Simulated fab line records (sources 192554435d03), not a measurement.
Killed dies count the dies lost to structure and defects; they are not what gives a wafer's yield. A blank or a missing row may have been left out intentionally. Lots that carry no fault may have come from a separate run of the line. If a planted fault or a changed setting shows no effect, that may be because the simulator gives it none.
fab line records	flow n5_finfet
[record] lots = 7	wafers = 21
route steps=1938 shown BEOL_M2@870 BEOL_M3@963 BEOL_M4@1037
start_h: hours from the record's opening day to when the first of the lot's shown wafers began	wait_h: how many hours have passed since the lot's step before this one	" same as the row above	L1.1+2: a row that stands for several wafers	- no value, or no start given	* or withheld: withheld	< > ~ a bound
route shown NAME@n: NAME is a module with steps in the file, n the number in the route of the first one	usual: the fault-free wafers' mean and standard deviation	same: alike in all rows	chamber/n: place in a boat	sites: the reading at each site	_std_site: the values' standard deviation	_edge_site: mean of outer sites minus mean of inner sites	radius_mm: for every site, how far away it sits from the centre of the wafer	mask NAME#n: copy n	behind: tool/chamber where the wafer was last shaped	hold: why the lot was held/for how many hours/how that ended	device: the transistor (n, p or np) that didn't switch	end of line: the route-end tests of the same wafers	a step given without rows: its recipe and nothing more	killed: not the wafer's yield, but the dies lost to structure and defects at the first sort	map: a wafer's dies, x killed, . not, _ none there
set.NAME: the setting the step ran with; set.NAME@STEP: the setting that earlier step ran with	model.NAME: the simulator's own value behind a step, which no gauge read
lots run with intentionally changed settings; tables by step, rows by wafer
[[steps]]
[step N5_BEOL_M2_COAT_22]
[recipe] resist = CAR-EUV	spin_rpm = 1500	resist_thk_nm = 30
lot.wafer	tool	chamber	start_h	wait_h	set.spin_rpm	model.CAR-EUV_of_BEOL_M2_COAT_22.thk_nm
L075.3	litho_track-04	0	-	-	1500	30
L075.4	"	0	"	"	1500	30.2
L075.5	"	0	"	"	1336	32
L077.2+5	litho_track-04	0	-	-	1500	30
L077.3	"	0	"	"	1500	29.8
L081.1	litho_track-04	0	-	-	1563	29.4
L081.2	"	0	"	"	1563	29.6
L081.3	"	0	"	"	1500	30
L082.1+5	litho_track-02	0	-	-	1500	30.2
L082.4	"	0	"	"	1629	29
L084.4+5	litho_track-02	0	-	-	1500	30
L084.6	"	0	"	"	1633	28.8
L090.1+3+4	litho_track-02	0	-	-	1500	30
L093.2+5	litho_track-02	0	-	-	1440	30.8
L093.4	"	0	"	"	1500	30
[step N5_BEOL_M2_EBR_24]
[recipe] solvent = PGMEA	ebr_width_mm = 1.5
[step N5_BEOL_M2_SOFTBAKE_23]
[recipe] temp_c = 110	time_s = 60	resist = CAR-EUV
[step N5_BEOL_M2_DESCUM_33]
[recipe] chemistry = O2	time_s = 7	source_power_w = 50	bias_power_w = 20	pressure_mtorr = 20	rf_frequency_hz = 2.712e+07	temp_c = 40	resist = CAR-EUV	o2_flow_sccm = 225
lot.wafer	tool	chamber	start_h	wait_h	set.spin_rpm@BEOL_M2_COAT_22	model.CAR-EUV_of_BEOL_M2_COAT_22.thk_nm
L075.3+4	rie_diel-05	0,3	134.70	0.0	1500	26.2
L075.5	"	2	"	"	1336	28
L077.2	rie_diel-05	2	154.80	0.2	1500	26
L077.3+5	"	1,3	"	"	1500	25.8
L081.1+2	rie_diel-03	2,1	175.77	0.0	1563	25.6
L081.3	"	3	"	"	1500	26
L082.1+5	rie_diel-05	0	194.98	0.0	1500	26.2
L082.4	"	2	"	"	1629	25
L084.4+5	rie_diel-03	1,3	195.93	0.0	1500	26
L084.6	"	0	"	"	1633	25
L090.1+3+4	rie_diel-03	3,2,0	227.87	0.4	1500	26
L093.2+5	rie_diel-03	0,1	246.65	0.2	1440	26.8
L093.4	"	3	"	"	1500	26
[step N5_BEOL_M2_ETCH_77]
[recipe] chemistry = N2/H2	target = underlayer	target_depth_a = 65	mask_material = CAR-EUV	time_s = 5.2	ion_energy_ev = 200	pressure_mtorr = 30	source_w = 840	bias_w = 150	n2_flow_sccm = 200	h2_flow_sccm = 200	ends = cleared
[step N5_BEOL_M2_ETCH_69]
[recipe] chemistry = CF4	target = SiARC	target_depth_a = 156	mask_material = CAR-EUV	time_s = 26	ion_energy_ev = 80	pressure_mtorr = 40	source_w = 545	bias_w = 36	Ar_flow_sccm = 100	cf4_flow_sccm = 100	ends = cleared
[step N5_BEOL_M2_ALD_98]
[recipe] material = SiO2	target_thk_a = 25	temp_c = 100	ald_precursor_family = BDEAS	ald_co_reactant = O2-plasma	pulse_time_s = 1	co_reactant_pulse_time_s = 1	purge_time_s = 2	co_reactant_purge_time_s = 2	ald_cycles = 17	pressure_torr = 2
[step N5_BEOL_M2_ETCHBACK_99]
[recipe] chemistry = CHF3	target = SiO2	target_depth_a = 50	time_s = 10.4	source_w = 215	bias_w = 47	Ar_flow_sccm = 200	CHF3_flow_sccm = 12	ion_energy_ev = 100	pressure_mtorr = 30
[step N5_BEOL_M2_ETCH_70]
[recipe] chemistry = N2/H2	target = SOC	target_depth_a = 800	overetch_a = 240	mask_material = SiARC	temp_c = 40	time_s = 130	ion_energy_ev = 200	pressure_mtorr = 30	source_w = 840	bias_w = 150	n2_flow_sccm = 200	h2_flow_sccm = 200
lot.wafer	tool	chamber	start_h	wait_h	set.spin_rpm@BEOL_M2_COAT_67	model.etch.depth_nm
L075.3	rie_diel-05	3	137.84	0.0	1500	59.82
L075.4	"	1	"	"	1500	59.87
L075.5	"	0	"	"	1500	59.69
L077.2	rie_diel-03	3	159.06	0.0	1500	60.11
L077.3	"	1	"	"	1500	60.05
L077.5	"	2	"	"	1646	57.38
L081.1	rie_diel-05	3	181.13	0.0	1500	59.68
L081.2	"	0	"	"	1500	59.81
L081.3	"	2	"	"	1500	59.73
L082.1	rie_diel-01	0	195.36	0.0	1500	59.98
L082.4	"	2	"	"	1336	63.84
L082.5	"	3	"	"	1336	63.64
L084.4	rie_diel-03	3	199.95	0.0	1383	62.59
L084.5	"	1	"	"	1383	62.72
L084.6	"	0	"	"	1500	60.16
L090.1	rie_diel-03	0	233.01	0.0	1500	60.02
L090.3	"	1	"	"	1500	60.07
L090.4	"	3	"	"	1500	60.01
L093.2	rie_diel-05	1	252.22	0.0	1500	60.07
L093.4	"	1	"	"	1500	59.91
L093.5	"	0	"	"	1500	60.18
[step N5_BEOL_M3_EXPOSE_25]
[recipe] mask_id = V2	na = 0.33	source_shape = quasar	sigma_inner = 0.2	sigma_outer = 0.8	polarization = unpolarized	defocus_nm = 5	dose_mj = 63
lot.wafer	tool	chamber	start_h	wait_h	mask	set.dose_mj
L075.3+5	euv_scanner-01	0	147.80	-	V2#0	63
L075.4	"	0	"	"	V2#0	61.1
L077.2+3+5	euv_scanner-02	0	167.52	-	V2#0	63
L081.1+2+3	euv_scanner-02	0	187.96	-	V2#0	63
L082.1+5	euv_scanner-02	0	201.45	-	V2#0	63
L082.4	"	0	"	"	V2#0	66.36
L084.4+5	euv_scanner-02	0	206.69	-	V2#0	58.48
L084.6	"	0	"	"	V2#0	63
L090.1+3+4	euv_scanner-02	0	241.36	-	V2#0	63
L093.2+4	euv_scanner-01	0	258.23	-	V2#0	60.47
L093.5	"	0	"	"	V2#0	63
[step N5_BEOL_M3_PEB_26]
[recipe] peb_temp_c = 100	peb_time_s = 60	resist = CAR-EUV
[step N5_BEOL_M3_DEVELOP_27]
[recipe] develop_time_s = 30	developer = TMAH	resist = CAR-EUV	rinse_liquid = surfactant_rinse	dry = air_spin	dev_temp_c = 23
[step N5_BEOL_M3_CD_MEAS_28]
[recipe] target_cd_nm = 25.7	landing_energy_ev = 500	detector = se_inlens	target_cd_y_nm = 23.3	polarity = opening
[usual] cd_nm = 25.65/0.24
lot.wafer	tool	chamber	start_h	wait_h	set.dose_mj@BEOL_M3_EXPOSE_25	cd_nm
L075.3	cd_sem-01	0	147.93	-	63	25.63
L075.4	"	0	"	"	61.1	25.00
L075.5	"	0	"	"	63	26.01
L077.2	cd_sem-02	0	167.66	-	63	25.78
L077.3	"	0	"	"	63	25.48
L077.5	"	0	"	"	63	25.77
L081.1	cd_sem-01	0	188.11	-	63	25.63
L081.2	"	0	"	"	63	25.11
L081.3	"	0	"	"	63	25.42
L082.1	cd_sem-02	0	201.59	-	63	25.67
L082.4	"	0	"	"	66.36	26.55
L082.5	"	0	"	"	63	25.65
L084.4	cd_sem-01	0	206.82	-	58.48	24.22
L084.5	"	0	"	"	58.48	24.37
L084.6	"	0	"	"	63	25.68
L090.1	cd_sem-01	0	241.51	-	63	25.73
L090.3	"	0	"	"	63	25.30
L090.4	"	0	"	"	63	25.65
L093.2	cd_sem-02	0	258.37	-	60.47	24.76
L093.4	"	0	"	"	60.47	25.29
L093.5	"	0	"	"	63	25.61
[step N5_BEOL_M3_ETCH_70]
[recipe] chemistry = N2/H2	target = SOC	target_depth_a = 800	overetch_a = 160	mask_material = SiARC	temp_c = 40	time_s = 120	ion_energy_ev = 200	pressure_mtorr = 30	source_w = 840	bias_w = 150	n2_flow_sccm = 200	h2_flow_sccm = 200
[usual] rf_vpp_V = 524.1/2.3
lot.wafer	tool	chamber	start_h	wait_h	set.source_w	rf_vpp_V
L075.3	rie_diel-06	1	149.61	0.0	840	526.1
L075.4	"	2	"	"	746.6	543.9
L075.5	"	0	"	"	746.6	547.9
L077.2	rie_diel-02	0	169.55	0.0	753.1	546.2
L077.3	"	2	"	"	840	522.4
L077.5	"	3	"	"	840	523.8
L081.1	rie_diel-02	0	189.46	0.0	763.8	541.8
L081.2	"	2	"	"	763.8	537.6
L081.3	"	3	"	"	840	522.3
L082.1	rie_diel-02	3	204.78	0.0	965	499.9
L082.4	"	0	"	"	965	501.4
L082.5	"	0	"	"	840	524.0
L084.4	rie_diel-06	3	208.02	0.0	840	521.8
L084.5	"	0	"	"	840	526.8
L084.6	"	3	"	"	840	520.4
L090.1	rie_diel-02	1	245.68	0.0	840	525.3
L090.3	"	2	"	"	840	520.9
L090.4	"	3	"	"	840	525.1
L093.2	rie_diel-04	2	269.93	0.0	840	525.6
L093.4	"	3	"	"	840	525.7
L093.5	"	0	"	"	840	526.5
[step N5_BEOL_M4_DESCUM_16]
[recipe] chemistry = O2	time_s = 7	source_power_w = 50	bias_power_w = 20	pressure_mtorr = 20	rf_frequency_hz = 2.712e+07	temp_c = 40	resist = CAR-EUV	o2_flow_sccm = 225
lot.wafer	tool	chamber	start_h	wait_h	set.time_s	model.CAR-EUV_of_BEOL_M4_COAT_05.thk_nm
L075.3+5	rie_diel-01	1,2	155.69	0.1	7	26
L075.4	"	0	"	"	8.053	25.4
L077.2	rie_diel-01	2	181.06	0.3	7	25.8
L077.3+5	"	0,1	"	"	7.767	25.6
L081.1	rie_diel-05	0	196.40	0.0	7	26
L081.2+3	"	2,3	"	"	7	25.8
L082.1+4	rie_diel-03	1,3	212.80	0.0	7	26
L082.5	"	2	"	"	7	26.2
L084.4	rie_diel-03	3	217.97	0.1	5.579	26.6
L084.5	"	1	"	"	7	26
L084.6	"	0	"	"	5.579	26.8
L090.1+3+4	rie_diel-03	3,2,1	276.67	0.3	7	26
L093.2	rie_diel-01	2	279.81	0.0	6.182	26.6
L093.4	"	3	"	"	7	26.2
L093.5	"	1	"	"	7	26
[step N5_BEOL_M4_ETCH_74]
[recipe] chemistry = N2/H2	target = underlayer	target_depth_a = 65	mask_material = CAR-EUV	time_s = 5.2	ion_energy_ev = 200	pressure_mtorr = 30	source_w = 840	bias_w = 150	n2_flow_sccm = 200	h2_flow_sccm = 200	ends = cleared
lot.wafer	tool	chamber	start_h	wait_h	set.time_s@BEOL_M4_DESCUM_16	model.CAR-EUV_of_BEOL_M4_COAT_05.thk_nm
L075.3	rie_diel-01	1	155.73	0.0	7	20.4
L075.4	"	0	"	"	8.053	19.8
L075.5	"	2	"	"	7	20.2
L077.2	rie_diel-01	2	181.10	0.0	7	20.2
L077.3+5	"	0,1	"	"	7.767	20
L081.1	rie_diel-05	0	196.44	0.0	7	20.2
L081.2+3	"	2,3	"	"	7	20
L082.1	rie_diel-03	1	212.83	0.0	7	20.2
L082.4+5	"	3,2	"	"	7	20.4
L084.4+6	rie_diel-03	3,0	218.01	0.0	5.579	21
L084.5	"	1	"	"	7	20.2
L090.1	rie_diel-03	3	276.71	0.0	7	20.2
L090.3+4	"	2,1	"	"	7	20.4
L093.2	rie_diel-01	2	279.84	0.0	6.182	20.8
L093.4+5	"	3,1	"	"	7	20.4
[step N5_BEOL_M4_ETCH_64]
[recipe] chemistry = N2/H2	target = SOC	target_depth_a = 750	overetch_a = 225	mask_material = SiARC	temp_c = 40	time_s = 121.9	ion_energy_ev = 200	pressure_mtorr = 30	source_w = 840	bias_w = 150	n2_flow_sccm = 200	h2_flow_sccm = 200
[usual] rf_vpp_V = 524.4/2.7
lot.wafer	tool	chamber	start_h	wait_h	set.bias_w	rf_vpp_V
L075.3	rie_diel-01	1	155.77	0.0	150	526.1
L075.4	"	0	"	"	150	526.8
L075.5	"	2	"	"	150	528.4
L077.2	rie_diel-01	2	181.14	0.0	140.1	504.7
L077.3	"	0	"	"	150	526.7
L077.5	"	1	"	"	140.1	504.8
L081.1	rie_diel-05	0	196.48	0.0	142	505.5
L081.2	"	2	"	"	150	521.4
L081.3	"	3	"	"	150	527.6
L082.1	rie_diel-03	1	212.88	0.0	150	523.0
L082.4	"	3	"	"	150	520.6
L082.5	"	2	"	"	150	523.2
L084.4	rie_diel-03	3	218.05	0.0	150	520.7
L084.5	"	1	"	"	150	522.4
L084.6	"	0	"	"	157.2	544.3
L090.1	rie_diel-03	3	276.75	0.0	150	520.9
L090.3	"	2	"	"	150	521.2
L090.4	"	1	"	"	150	521.5
L093.2	rie_diel-01	2	279.89	0.0	150	528.4
L093.4	"	3	"	"	164.9	553.5
L093.5	"	1	"	"	164.9	557.7
[step N5_BEOL_M4_COAT_67]
[recipe] resist = SOC	temp_c = 250	time_s = 60	spin_rpm = 1500	resist_thk_nm = 60
lot.wafer	tool	chamber	start_h	wait_h	set.spin_rpm	model.SOC_of_BEOL_M4_COAT_67.thk_nm
L075.3+4+5	litho_track-04	0	156.17	0.0	1500	59.8
L077.2	litho_track-03	0	181.56	0.0	1624	57.6
L077.3+5	"	0	"	"	1500	59.8
L081.1+2+3	litho_track-03	0	196.89	0.0	1500	59.8
L082.1	litho_track-03	0	213.42	0.0	1500	59.8
L082.4	"	0	"	"	1642	57.4
L082.5	"	0	"	"	1642	57.2
L084.4	litho_track-03	0	218.46	0.0	1665	57
L084.5	"	0	"	"	1500	59.8
L084.6	"	0	"	"	1500	60
L090.1+3+4	litho_track-02	0	277.27	0.0	1500	59.8
L093.2	litho_track-03	0	280.28	0.0	1411	62.2
L093.4	"	0	"	"	1500	60
L093.5	"	0	"	"	1500	60.2
[step N5_BEOL_M4_DESCUM_33]
[recipe] chemistry = O2	time_s = 7	source_power_w = 50	bias_power_w = 20	pressure_mtorr = 20	rf_frequency_hz = 2.712e+07	temp_c = 40	resist = CAR-EUV	o2_flow_sccm = 225
lot.wafer	tool	chamber	start_h	wait_h	set.time_s	model.CAR-EUV_of_BEOL_M4_COAT_22.thk_nm
L075.3	rie_diel-03	1	156.69	0.0	7	25.8
L075.4	"	2	"	"	7	26
L075.5	"	3	"	"	6.017	26.4
L077.2	rie_diel-05	1	182.13	0.1	7	26
L077.3	"	3	"	"	7	25.8
L077.5	"	3	"	"	8.391	25.2
L081.1+2	rie_diel-05	0,2	197.30	0.0	7	26
L081.3	"	3	"	"	5.608	26.8
L082.1	rie_diel-01	1	214.03	0.1	7	26
L082.4	"	3	"	"	6.184	26.4
L082.5	"	2	"	"	7	25.8
L084.4	rie_diel-05	3	218.99	0.0	7	25.8
L084.5+6	"	3,0	"	"	5.723	26.6
L090.1+4	rie_diel-01	2,0	277.67	0.0	7	26
L090.3	"	3	"	"	7	26.2
L093.2	rie_diel-05	0	280.68	0.0	7	26.2
L093.4+5	"	3,2	"	"	7	26
[step N5_BEOL_M4_ETCH_77]
[recipe] chemistry = N2/H2	target = underlayer	target_depth_a = 65	mask_material = CAR-EUV	time_s = 5.2	ion_energy_ev = 200	pressure_mtorr = 30	source_w = 840	bias_w = 150	n2_flow_sccm = 200	h2_flow_sccm = 200	ends = cleared
lot.wafer	tool	chamber	start_h	wait_h	set.time_s@BEOL_M4_DESCUM_33	model.CAR-EUV_of_BEOL_M4_COAT_22.thk_nm
L075.3	rie_diel-03	1	156.73	0.0	7	20
L075.4	"	2	"	"	7	20.4
L075.5	"	3	"	"	6.017	20.6
L077.2+3	rie_diel-05	1,3	182.17	0.0	7	20.2
L077.5	"	3	"	"	8.391	19.4
L081.1+2	rie_diel-05	0,2	197.33	0.0	7	20.2
L081.3	"	3	"	"	5.608	21
L082.1	rie_diel-01	1	214.06	0.0	7	20.4
L082.4	"	3	"	"	6.184	20.8
L082.5	"	2	"	"	7	20
L084.4	rie_diel-05	3	219.03	0.0	7	20.2
L084.5+6	"	3,0	"	"	5.723	20.8
L090.1+3+4	rie_diel-01	2,3,0	277.71	0.0	7	20.4
L093.2	rie_diel-05	0	280.72	0.0	7	20.4
L093.4+5	"	3,2	"	"	7	20.2
[step N5_BEOL_M4_ETCH_69]
[recipe] chemistry = CF4	target = SiARC	target_depth_a = 156	mask_material = CAR-EUV	time_s = 26	ion_energy_ev = 80	pressure_mtorr = 40	source_w = 545	bias_w = 36	Ar_flow_sccm = 100	cf4_flow_sccm = 100	ends = cleared
lot.wafer	tool	chamber	start_h	wait_h	set.time_s@BEOL_M4_DESCUM_33	model.CAR-EUV_of_BEOL_M4_COAT_22.thk_nm
L075.3	rie_diel-03	1	156.75	0.0	7	10.8
L075.4	"	2	"	"	7	11
L075.5	"	3	"	"	6.017	11.4
L077.2	rie_diel-05	1	182.18	0.0	7	11.2
L077.3	"	3	"	"	7	11
L077.5	"	3	"	"	8.391	10.4
L081.1+2	rie_diel-05	0,2	197.35	0.0	7	11
L081.3	"	3	"	"	5.608	11.8
L082.1	rie_diel-01	1	214.08	0.0	7	11.2
L082.4	"	3	"	"	6.184	11.6
L082.5	"	2	"	"	7	11
L084.4	rie_diel-05	3	219.04	0.0	7	11
L084.5+6	"	3,0	"	"	5.723	11.6
L090.1+3+4	rie_diel-01	2,3,0	277.73	0.0	7	11.2
L093.2	rie_diel-05	0	280.73	0.0	7	11.2
L093.4+5	"	3,2	"	"	7	11
[step N5_BEOL_M4_ALD_98]
[recipe] material = SiO2	target_thk_a = 25	temp_c = 100	ald_precursor_family = BDEAS	ald_co_reactant = O2-plasma	pulse_time_s = 1	co_reactant_pulse_time_s = 1	purge_time_s = 2	co_reactant_purge_time_s = 2	ald_cycles = 17	pressure_torr = 2
[step N5_BEOL_M4_ETCHBACK_99]
[recipe] chemistry = CHF3	target = SiO2	target_depth_a = 50	time_s = 10.4	source_w = 215	bias_w = 47	Ar_flow_sccm = 200	CHF3_flow_sccm = 12	ion_energy_ev = 100	pressure_mtorr = 30
[step N5_BEOL_M4_ETCH_70]
[recipe] chemistry = N2/H2	target = SOC	target_depth_a = 800	overetch_a = 240	mask_material = SiARC	temp_c = 40	time_s = 130	ion_energy_ev = 200	pressure_mtorr = 30	source_w = 840	bias_w = 150	n2_flow_sccm = 200	h2_flow_sccm = 200
lot.wafer	tool	chamber	start_h	wait_h	set.spin_rpm@BEOL_M4_COAT_67	model.etch.depth_nm
L075.3+5	rie_diel-05	1,3	165.71	0.0	1500	59.82
L075.4	"	0	"	"	1500	59.77
L077.2	rie_diel-03	0	186.25	0.0	1624	57.53
L077.3	"	1	"	"	1500	59.83
L077.5	"	3	"	"	1500	59.75
L081.1	rie_diel-03	3	205.09	0.0	1500	59.84
L081.2	"	2	"	"	1500	59.78
L081.3	"	0	"	"	1500	59.75
L082.1	rie_diel-01	0	217.13	0.0	1500	59.84
L082.4	"	3	"	"	1642	57.42
L082.5	"	1	"	"	1642	57.25
L084.4	rie_diel-05	2	221.04	0.0	1665	56.99
L084.5	"	3	"	"	1500	59.8
L084.6	"	0	"	"	1500	60.06
L090.1	rie_diel-05	1	278.70	0.0	1500	59.86
L090.3+4	"	3,2	"	"	1500	59.77
L093.2	rie_diel-01	1	281.50	0.0	1411	62.11
L093.4	"	2	"	"	1500	60.02
L093.5	"	2	"	"	1500	60.17
[step N5_BEOL_M4_STRIP_71]
[recipe] chemistry = N2/H2	temp_c = 40	n2_flow_sccm = 200	h2_flow_sccm = 200	rf_frequency_hz = 6e+07
[step N5_BEOL_M4_STRIP_78]
[recipe] chemistry = N2/H2	temp_c = 40	n2_flow_sccm = 200	h2_flow_sccm = 200	rf_frequency_hz = 6e+07
[step N5_BEOL_M4_VIA_ETCH_34]
[recipe] chemistry = C4F6/O2	target_depth_a = 694	mask_material = SOC	pressure_mtorr = 15	ion_energy_ev = 250	taper_deg = 4	time_s = 65.9	source_w = 350	bias_w = 170	Ar_flow_sccm = 300	C4F6_flow_sccm = 10	O2_flow_sccm = 10
lot.wafer	tool	chamber	start_h	wait_h	set.spin_rpm@BEOL_M4_COAT_67	model.SOC_of_BEOL_M4_COAT_67.thk_nm
L075.3	rie_diel-05	1	165.81	0.0	1500	51.8
L075.4	"	0	"	"	1500	52
L075.5	"	3	"	"	1500	51.6
L077.2	rie_diel-03	0	186.36	0.0	1624	49.4
L077.3	"	1	"	"	1500	51.4
L077.5	"	3	"	"	1500	51.6
L081.1+3	rie_diel-03	3,0	205.20	0.0	1500	51.8
L081.2	"	2	"	"	1500	51.6
L082.1	rie_diel-01	0	217.24	0.0	1500	51.6
L082.4	"	3	"	"	1642	49.4
L082.5	"	1	"	"	1642	49
L084.4	rie_diel-05	2	221.15	0.0	1665	48.8
L084.5	"	3	"	"	1500	51.8
L084.6	"	0	"	"	1500	52.4
L090.1	rie_diel-05	1	278.80	0.0	1500	52
L090.3+4	"	3,2	"	"	1500	51.6
L093.2	rie_diel-01	1	281.61	0.0	1411	54
L093.4+5	"	2	"	"	1500	51.8
[[key]]
[split] step = N5_BEOL_M2_COAT_22	setting = spin_rpm	stated = 1500	by = wafer
[response] step = N5_BEOL_M2_COAT_22	reading = model.CAR-EUV_of_BEOL_M2_COAT_22.thk_nm	change = -0.154	per = 1%	r = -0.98
[response] step = N5_BEOL_M2_DESCUM_33	reading = model.CAR-EUV_of_BEOL_M2_COAT_22.thk_nm	change = -0.143	per = 1%	r = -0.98
[split] step = N5_BEOL_M3_EXPOSE_25	setting = dose_mj	stated = 63	by = wafer
[response] step = N5_BEOL_M3_CD_MEAS_28	reading = cd_nm	change = +0.186	per = 1%	r = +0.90
[split] step = N5_BEOL_M3_ETCH_70	setting = source_w	stated = 840	by = wafer
[response] step = N5_BEOL_M3_ETCH_70	reading = rf_vpp_V	change = -1.8	per = 1%	r = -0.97
[split] step = N5_BEOL_M4_DESCUM_16	setting = time_s	stated = 7	by = wafer
[response] step = N5_BEOL_M4_DESCUM_16	reading = model.CAR-EUV_of_BEOL_M4_COAT_05.thk_nm	change = -0.0349	per = 1%	r = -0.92
[response] step = N5_BEOL_M4_ETCH_74	reading = model.CAR-EUV_of_BEOL_M4_COAT_05.thk_nm	change = -0.0342	per = 1%	r = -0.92
[split] step = N5_BEOL_M4_ETCH_64	setting = bias_w	stated = 150	by = wafer
[response] step = N5_BEOL_M4_ETCH_64	reading = rf_vpp_V	change = +3.23	per = 1%	r = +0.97
[split] step = N5_BEOL_M4_COAT_67	setting = spin_rpm	stated = 1500	by = wafer
[response] step = N5_BEOL_M4_COAT_67	reading = model.SOC_of_BEOL_M4_COAT_67.thk_nm	change = -0.274	per = 1%	r = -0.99
[response] step = N5_BEOL_M4_ETCH_70	reading = model.etch.depth_nm	change = -0.276	per = 1%	r = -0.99
[response] step = N5_BEOL_M4_VIA_ETCH_34	reading = model.SOC_of_BEOL_M4_COAT_67.thk_nm	change = -0.285	per = 1%	r = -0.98
[split] step = N5_BEOL_M4_DESCUM_33	setting = time_s	stated = 7	by = wafer
[response] step = N5_BEOL_M4_DESCUM_33	reading = model.CAR-EUV_of_BEOL_M4_COAT_22.thk_nm	change = -0.0393	per = 1%	r = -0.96
[response] step = N5_BEOL_M4_ETCH_77	reading = model.CAR-EUV_of_BEOL_M4_COAT_22.thk_nm	change = -0.038	per = 1%	r = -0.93
[response] step = N5_BEOL_M4_ETCH_69	reading = model.CAR-EUV_of_BEOL_M4_COAT_22.thk_nm	change = -0.0368	per = 1%	r = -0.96
split outside_this_file step=N5_BEOL_M2_COAT_67 setting=spin_rpm
// split outside_this_file: this setting was split too, and the file shows its column; the key of that split is in another file
